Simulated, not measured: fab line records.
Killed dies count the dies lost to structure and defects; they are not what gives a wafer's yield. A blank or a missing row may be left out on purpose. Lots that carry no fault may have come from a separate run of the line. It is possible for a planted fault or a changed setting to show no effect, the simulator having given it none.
Lot-split experiment -- flow n5_finfet -- on a route of 1938 steps: 7 lots, 21 wafers read

## ON THE SPLIT
At N5_BEOL_M5_TRENCH_ETCH_37 (etches SiCOH lowk in C4F6/O2, target depth 71.652 nm, time 24.7 s), the setting time_s was moved away from the recipe's 24.7 s on 10 of the 21 wafers read, by -20.6% to +17.2%. For the rest of the wafers, this setting stayed at what the recipe calls for.

Reading taken at the split's own step.

## THE READING
etch.depth_nm (the simulator's own value, which no gauge read), in nm, at N5_BEOL_M5_TRENCH_ETCH_37 (etches SiCOH lowk in C4F6/O2, target depth 71.652 nm, time 24.7 s). The file gives no usual value for it. Across the 11 wafers here that went through the recipe, the average is 69.74 nm and the standard deviation 1.9 nm.

wafer,"tool, chamber at the split","time_s as run, s",against the recipe,"etch.depth_nm, nm",against lot-mates on the recipe
L074.1,"rie_diel-05, 3",24.7,recipe,68.13,-
L074.4,"rie_diel-05, 1",24.7,recipe,66.59,-
L074.6,"rie_diel-05, 1",24.7,recipe,66.6,-
L079.1,"rie_diel-03, 3",24.7,recipe,71.17,-
L079.2,"rie_diel-03, 2",24.7,recipe,70.06,-
L079.3,"rie_diel-03, 1",24.7,recipe,71.42,-
L080.1,"rie_diel-01, 1",19.6,-20.6%,55.64,no lot-mate on the recipe
L080.2,"rie_diel-01, 0",19.6,-20.6%,59.69,no lot-mate on the recipe
L080.3,"rie_diel-01, 2",19.6,-20.6%,56.73,no lot-mate on the recipe
L082.2,"rie_diel-01, 1",24.7,recipe,69.83,-
L082.3,"rie_diel-01, 0",28.94,+17.2%,88.29,+18.46
L082.5,"rie_diel-01, 1",28.94,+17.2%,81.69,+11.86
L085.1,"rie_diel-03, 3",24.7,recipe,71.15,-
L085.3,"rie_diel-03, 0",22.89,-7.3%,68.17,-2.98
L085.4,"rie_diel-03, 2",22.89,-7.3%,65.96,-5.19
L086.1,"rie_diel-05, 0",24.7,recipe,68.8,-
L086.5,"rie_diel-05, 3",20.54,-16.8%,58.34,-10.46
L086.6,"rie_diel-05, 2",20.54,-16.8%,59.69,-9.11
L089.4,"rie_diel-01, 2",20.48,-17.1%,60.31,-11.39
L089.5,"rie_diel-01, 2",24.7,recipe,72.63,-
L089.6,"rie_diel-01, 1",24.7,recipe,70.77,-

FIT RESULTS
A straight line over all 21 wafers: etch.depth_nm changes by +0.686 nm for each +1% of time_s; r = +0.96; the points scatter about the line by 2.3 nm.
The same after taking each lot's own level away (the mean of its wafers on the recipe; 18 wafers): +0.725 nm for each +1%; r = +0.97; scatter 1.8 nm.
On that fit, the largest move of time_s shifts the reading by 15 nm.
The lots' own levels span 67.107 to 71.700 nm, that is 2.4 times the standard deviation above.
Hence the lot-to-lot level has little effect on the slope; both slopes agree.
Check: +11 nm against its lot-mates is what the line predicts for one of the wafers moved furthest among these (+17.2%) when that wafer is left out of the fit. It came out at +18.5 nm against them.

## THESE WAFERS: OTHER SPLITS
Other splits were also applied to these wafers ahead of the reading. Each is held against what the fit with the lots' levels taken away leaves over:
other split on the same wafers,wafers away from the commonest value,r with etch.depth_nm (lot level and that fit taken away)
N5_MOL_CONTACT_COAG_EXPOSE_05 dose_mj,8,-0.17
N5_MOL_CONTACT_COAG_ETCH_91 time_s,5,+0.10
N5_BEOL_M0_CUTY_EXPOSE_54 dose_mj,5,-0.50
N5_BEOL_M0_CUTY_DESCUM_61 time_s,8,+0.38
N5_BEOL_M1_EXPOSE_25 dose_mj,7,-0.25

## THE WHOLE CHAIN: every reading that the file lists as answering this split, in the file's order
step,what it does,reading,change (the file's fit),r (the file's)
N5_BEOL_M5_TRENCH_ETCH_37,"etches SiCOH lowk in C4F6/O2, target depth 71.652 nm, time 24.7 s","BEOL_M5.feature_depth_nm (the simulator's own value, which no gauge read)",+0.701 nm for each +1% of the setting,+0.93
N5_BEOL_M5_TRENCH_ETCH_37,"etches SiCOH lowk in C4F6/O2, target depth 71.652 nm, time 24.7 s","etch.depth_nm (the simulator's own value, which no gauge read)",+0.703 nm for each +1% of the setting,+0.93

## FILE'S OWN FIT
etch.depth_nm changes by +0.703 nm for each +1% of time_s, r = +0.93.
